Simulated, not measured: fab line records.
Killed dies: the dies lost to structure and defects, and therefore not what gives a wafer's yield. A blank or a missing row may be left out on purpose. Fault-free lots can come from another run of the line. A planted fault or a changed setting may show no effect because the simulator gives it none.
fab line records	flow nand_harc	part 2 of 2: steps 5 to 6 of 6
record: lots: 24	wafers: 72	last_day: 25
route steps=1159 shown A_STAIRCASE@563
lots untouched by any fault: they come from a run of this same line in which no faults occurred
start_h: the number of hours between the record's first day and the start of the first shown wafer of the lot	wait_h: hours since the lot's step before	" identical to the entry in the row above	L1.1+2: several wafers, shown together as one row	- either no value or no given start	* or withheld: withheld	< > ~ a bound
route shown NAME@n: NAME is a module with steps in the file, n the number in the route of the first one	usual: mean and standard deviation over wafers with no fault	same: alike in all rows	chamber/n: place in a boat	sites: readings site by site	_std_site: the values' standard deviation	_edge_site: mean of outer sites minus mean of inner sites	radius_mm: for every site, how far away it sits from the centre of the wafer	mask NAME#n: copy n	behind: the most recent tool/chamber to have shaped the wafer	hold: why the lot was held/for how many hours/how that ended	device: the n, p or np transistor that did not switch	end of line: at the end of the route, the tests of the same wafers	step lacking rows: just its recipe	killed: dies that structure and defects cost at the first sort, which is not the same as the wafer's yield	map: a wafer's dies, x killed, . not, _ none there
set.NAME: the setting the step ran with; set.NAME@STEP: the setting that earlier step ran with	model.NAME: the simulator's own value behind a step, which no gauge read
one table for each step of the route and one row for each wafer, over a sample of lots
services: when a tool's chamber went out of use (start_h, in hours from the record's first day, below 0 if earlier), for how many hours, and the reason
== steps ==
step: NHARC_A_STAIRCASE_DEP_322
recipe: target_thk_a: 38000	temp_c: 400	target_thk_nm: 3800	teos_flow_sccm: 200	rf_w: 500	material: SiO2
usual: heater_power_w: 685/130	mfc_precursor_sccm: 200.0/0.57	rf_fwd_power_W: 499.6/1.5
lot.wafer	tool	chamber	start_h	wait_h	heater_power_w	mfc_precursor_sccm	rf_fwd_power_W
L074.1	pecvd-04	1	281.58	0.3	765	199.5	499.9
L074.4	"	0	"	"	549	200.6	499.8
L074.5	"	1	"	"	686	199.7	498.1
L077.3	pecvd-02	0	295.07	0.2	636	200.1	500.7
L077.4	"	0	"	"	589	198.9	502.6
L077.6	"	1	"	"	588	199.8	499.8
L076.1	pecvd-04	1	300.89	0.1	821	199.5	499.6
L076.2	"	2	"	"	613	199.2	499.8
L076.6	"	2	"	"	504	199.5	499.7
L075.2	pecvd-01	0	301.08	0.3	799	201.1	499.7
L075.4	"	2	"	"	456	200.5	501.4
L075.6	"	0	"	"	772	200.2	499.6
L078.3	pecvd-02	1	301.24	0.4	671	199.9	502.2
L078.4	"	0	"	"	569	200.2	498.0
L078.5	"	2	"	"	794	199.8	499.6
L080.1	pecvd-04	2	310.33	0.1	504	199.4	500.0
L080.2	"	0	"	"	642	199.5	499.7
L080.3	"	1	"	"	725	199.9	498.1
L079.3	pecvd-02	1	310.42	0.2	659	200.3	499.8
L079.2	"	2	"	"	959	200.9	497.6
L079.5	"	0	"	"	561	200.1	498.0
L082.2	pecvd-02	2	324.21	0.1	779	201.1	497.2
L082.3	"	0	"	"	640	199.7	500.3
L082.6	"	0	"	"	559	199.5	501.5
L081.1	pecvd-02	1	329.87	0.2	727	199.4	498.3
L081.4	"	1	"	"	606	200.1	497.6
L081.6	"	2	"	"	758	199.8	500.7
L084.1	pecvd-04	2	339.97	0.3	586	200.1	498.6
L084.4	"	0	"	"	552	200.4	500.8
L084.6	"	1	"	"	680	200.5	500.5
L083.2	pecvd-04	2	345.75	0.2	619	199.3	500.4
L083.5	"	2	"	"	510	199.5	501.8
L083.4	"	0	"	"	547	201.0	499.7
L086.1	pecvd-02	2	362.89	0.2	894	199.9	501.7
L086.2	"	0	"	"	641	201.1	500.3
L086.4	"	1	"	"	591	199.8	499.2
L087.1	pecvd-01	0	363.01	0.3	890	200.0	499.6
L087.4	"	1	"	"	698	200.3	499.3
L087.5	"	2	"	"	438	200.2	499.8
L088.3	pecvd-04	2	369.53	0.1	540	199.7	500.1
L088.5	"	2	"	"	493	199.6	501.1
L088.4	"	0	"	"	555	199.8	499.7
L085.1	pecvd-02	1	369.53	0.1	694	199.2	496.8
L085.3	"	2	"	"	970	199.0	499.4
L085.6	"	2	"	"	834	199.2	498.7
L089.1	pecvd-01	0	369.67	0.2	869	199.3	500.3
L089.4	"	0	"	"	770	199.7	501.5
L089.5	"	1	"	"	686	201.2	500.6
L090.1	pecvd-01	1	380.55	0.1	752	199.2	498.4
L090.3	"	1	"	"	703	199.5	500.9
L090.6	"	0	"	"	770	200.0	500.8
L091.2	pecvd-01	0	383.65	0.1	888	200.5	501.3
L091.4	"	1	"	"	726	199.2	500.6
L091.6	"	0	"	"	751	199.8	500.9
L092.2	pecvd-02	2	383.75	0.2	852	199.4	499.2
L092.3	"	0	"	"	689	200.0	499.4
L092.6	"	0	"	"	592	200.4	502.0
L093.2	pecvd-02	0	395.77	0.1	659	200.5	501.8
L093.3	"	1	"	"	647	199.6	496.9
L093.4	"	1	"	"	603	201.1	497.0
L095.2	pecvd-02	1	405.58	0.1	739	200.4	495.9
L095.6	"	1	"	"	591	199.8	496.9
L095.5	"	2	"	"	841	200.9	499.1
L094.4	pecvd-04	0	405.86	0.3	535	199.8	499.2
L094.6	"	1	"	"	771	199.7	501.6
L094.5	"	2	"	"	507	201.0	500.7
L097.3	pecvd-01	2	417.45	0.2	495	199.6	500.9
L097.6	"	1	"	"	696	199.5	495.0
L097.4	"	0	"	"	783	200.0	497.7
L096.3	pecvd-04	1	430.14	0.3	910	199.6	500.3
L096.4	"	0	"	"	545	200.7	498.7
L096.5	"	1	"	"	765	199.8	500.8
step: NHARC_A_STAIRCASE_ETCHBACK_157
recipe: target_depth_a: 900	over_etch_frac: 0.3	time_s: 167.14	ion_energy_ev: 120	ch3f_flow_sccm: 50	o2_flow_sccm: 30	ar_flow_sccm: 200	rf_w: 500	bias_w: 100	chemistry: CH3F/O2
usual: drypump_motor_current_A: 5.6/0.5	oes_product_au: 0.98/0.032	rf_fwd_power_W: 498.1/1.7	rf_vpp_V: 243.9/1.8	showerhead_plenum_p_Torr: 2.43/0.12	throttle_valve_pct: 20.662/0.0091
lot.wafer	tool	chamber	start_h	wait_h	drypump_motor_current_A	oes_product_au	rf_fwd_power_W	rf_hours_counter_h	rf_vpp_V	showerhead_plenum_p_Torr	throttle_valve_pct
L074.4	rie_diel-01	2	303.10	0.2	4.8	0.93	497.6	63	243.5	2.49	20.644
L074.1	"	0	"	"	5.8	0.94	498.0	44	245.0	2.56	20.678
L074.5	"	3	"	"	5.2	0.95	499.9	-	246.6	2.56	20.653
L077.3	rie_diel-04	1	318.13	0.2	5.0	1.00	501.3	3	243.7	2.43	20.666
L077.4	"	3	"	"	6.7	0.99	498.2	5	243.1	2.35	20.652
L077.6	"	2	"	"	5.4	1.01	496.6	-	244.6	2.44	20.666
L076.2	rie_diel-04	2	318.29	0.2	5.4	1.00	496.7	9	245.1	2.43	20.657
L076.1	"	3	"	"	6.7	0.99	498.0	5	243.3	2.35	20.666
L076.6	"	3	"	"	6.7	0.99	498.3	-	243.4	2.35	20.657
L075.2	rie_diel-08	1	319.84	0.2	6.4	1.00	500.0	5	243.4	2.38	20.677
L075.4	"	2	"	"	5.2	1.01	499.7	4	245.3	2.63	20.672
L075.6	"	3	"	"	5.5	1.00	497.1	-	241.0	2.29	20.651
L078.3	rie_diel-08	1	320.26	0.2	6.4	1.01	499.0	5	244.3	2.38	20.669
L078.4	"	2	"	"	5.2	1.01	498.2	5	246.1	2.63	20.677
L078.5	"	0	"	"	5.9	0.99	494.8	-	241.5	2.29	20.672
L080.3	rie_diel-04	1	331.90	0.1	5.0	1.01	494.5	10	244.9	2.43	20.671
L080.1	"	2	"	"	5.4	1.01	497.6	16	244.6	2.43	20.669
L080.2	"	0	"	"	5.9	1.01	498.3	16	245.5	2.51	20.658
L079.2	rie_diel-08	0	332.19	0.2	5.9	1.00	498.6	11	242.3	2.29	20.677
L079.3	"	2	"	"	5.2	1.01	497.1	11	246.1	2.63	20.662
L079.5	"	1	"	"	6.4	1.00	497.6	-	243.4	2.38	20.669
L081.4	rie_diel-01	2	347.50	0.1	4.8	1.00	499.3	8	244.7	2.49	20.652
L081.1	"	3	"	"	5.2	0.99	500.7	8	246.7	2.56	20.652
L081.6	"	2	"	"	4.9	0.99	496.5	-	244.6	2.49	20.655
L082.2	rie_diel-08	0	347.78	0.2	5.9	0.98	494.9	18	242.9	2.29	20.657
L082.3	"	2	"	"	5.2	1.00	500.1	16	246.5	2.63	20.666
L082.6	"	0	"	"	5.9	0.99	496.2	-	242.1	2.29	20.654
L084.4	rie_diel-01	0	363.11	0.2	5.8	0.99	500.3	15	244.7	2.55	20.672
L084.1	"	1	"	"	5.5	1.00	498.8	14	240.7	2.31	20.657
L084.6	"	0	"	"	5.8	1.00	494.7	-	244.9	2.55	20.660
L083.4	rie_diel-08	0	365.40	0.2	5.9	1.00	498.0	26	241.4	2.29	20.666
L083.2	"	2	"	"	5.2	1.01	499.5	25	245.1	2.62	20.653
L083.5	"	1	"	"	6.4	1.02	497.9	-	243.1	2.37	20.644
L087.4	rie_diel-01	1	382.83	0.2	5.5	1.00	499.0	20	242.3	2.31	20.645
L087.1	"	3	"	"	5.1	1.02	497.2	18	246.5	2.56	20.673
L087.5	"	1	"	"	5.5	1.00	497.6	-	241.9	2.31	20.658
L086.2	rie_diel-04	0	382.94	0.2	5.9	1.00	495.7	35	245.7	2.50	20.666
L086.4	"	1	"	"	5.0	0.99	496.0	27	243.8	2.43	20.670
L086.1	"	2	"	"	5.4	1.00	498.3	32	245.0	2.43	20.666
L088.3	rie_diel-08	1	391.54	0.1	6.4	1.00	497.3	29	241.9	2.37	20.651
L088.4	"	2	"	"	5.2	1.01	497.0	34	246.7	2.62	20.657
L088.5	"	1	"	"	6.4	1.01	499.2	-	242.3	2.37	20.662
L089.4	rie_diel-08	3	391.77	0.2	5.5	0.97	498.3	34	242.2	2.28	20.673
L089.1	"	1	"	"	6.4	0.98	497.7	29	241.5	2.37	20.652
L089.5	"	2	"	"	5.2	0.97	498.6	-	245.5	2.62	20.668
L085.1	rie_diel-08	2	391.93	0.1	5.2	0.93	499.3	34	247.6	2.62	20.662
L085.3	"	3	"	"	5.5	0.93	496.6	34	240.6	2.28	20.655
L085.6	"	3	"	"	5.5	0.93	500.2	-	241.7	2.28	20.658
L092.2	rie_diel-04	0	402.96	0.1	5.9	1.01	497.9	43	245.9	2.50	20.659
L092.3	"	1	"	"	5.0	1.01	497.8	36	244.7	2.42	20.650
L092.6	"	1	"	"	5.0	1.00	499.6	-	243.6	2.42	20.656
L090.1	rie_diel-04	0	403.33	0.2	5.9	1.01	495.7	43	245.4	2.50	20.655
L090.3	"	1	"	"	5.0	1.00	497.9	36	244.1	2.42	20.656
L090.6	"	0	"	"	5.9	1.01	496.1	-	243.9	2.50	20.642
L091.2	rie_diel-01	2	403.47	0.2	4.8	1.00	498.5	25	244.4	2.48	20.674
L091.4	"	3	"	"	5.2	1.00	498.8	25	244.1	2.55	20.672
L091.6	"	3	"	"	5.2	0.99	497.8	-	244.8	2.55	20.660
L093.2	rie_diel-01	0	414.91	0.2	5.8	0.93	495.5	33	245.7	2.54	20.671
L093.3	"	1	"	"	5.5	0.95	497.6	34	242.2	2.31	20.654
L093.4	"	2	"	"	4.8	0.94	499.2	28	245.4	2.48	20.654
L094.4	rie_diel-08	0	428.67	0.2	5.9	0.92	498.3	47	242.7	2.28	20.669
L094.6	"	2	"	"	5.2	0.93	497.4	-	246.1	2.61	20.658
L094.5	"	3	"	"	5.5	0.93	497.4	-	242.4	2.27	20.675
L095.2	rie_diel-01	1	428.92	0.2	5.5	0.95	494.2	37	243.4	2.31	20.671
L095.6	"	0	"	"	5.8	0.94	499.2	-	244.3	2.54	20.658
L095.5	"	1	"	"	5.5	0.95	498.1	-	242.3	2.31	20.656
L097.3	rie_diel-08	2	441.64	0.2	5.2	0.93	497.4	50	245.7	2.61	20.674
L097.6	"	1	"	"	6.4	0.93	498.3	-	242.8	2.36	20.654
L097.4	"	2	"	"	5.2	0.93	498.5	-	248.0	2.61	20.666
L096.4	rie_diel-01	0	449.75	0.2	5.8	0.92	501.6	44	245.5	2.54	20.668
L096.3	"	2	"	"	4.8	0.92	497.4	40	243.2	2.47	20.670
L096.5	"	0	"	"	5.8	0.92	502.1	-	244.9	2.54	20.661
== services ==
tool	chamber	start_h	hours	kind
rie_diel-01	0	220.86	-	clean
rie_diel-01	1	220.86	-	clean
rie_diel-01	2	220.86	-	clean
rie_diel-01	3	220.86	-	clean
rie_diel-04	2	230.12	1.6	repair
pecvd-01	-	237.85	13.0	pm
pecvd-02	2	244.55	15.1	repair
rie_diel-04	3	257.33	51.6	repair
pecvd-04	2	263.12	3.9	repair
pecvd-02	-	263.81	1.2	repair
rie_diel-08	-	302.10	9.0	pm
rie_diel-04	1	307.14	9.6	repair
rie_diel-01	-	315.57	9.0	pm
pecvd-02	-	334.28	13.0	pm
rie_diel-08	1	346.30	13.8	repair
pecvd-04	0	348.76	6.6	repair
pecvd-01	2	363.79	20.8	repair
pecvd-04	-	376.10	13.0	pm
pecvd-01	-	398.89	0.3	repair
rie_diel-04	2	418.50	1.2	repair
pecvd-01	-	418.85	13.0	pm
pecvd-04	-	421.00	1.4	repair
rie_diel-08	0	433.33	29.2	repair
pecvd-04	-	448.93	0.4	repair
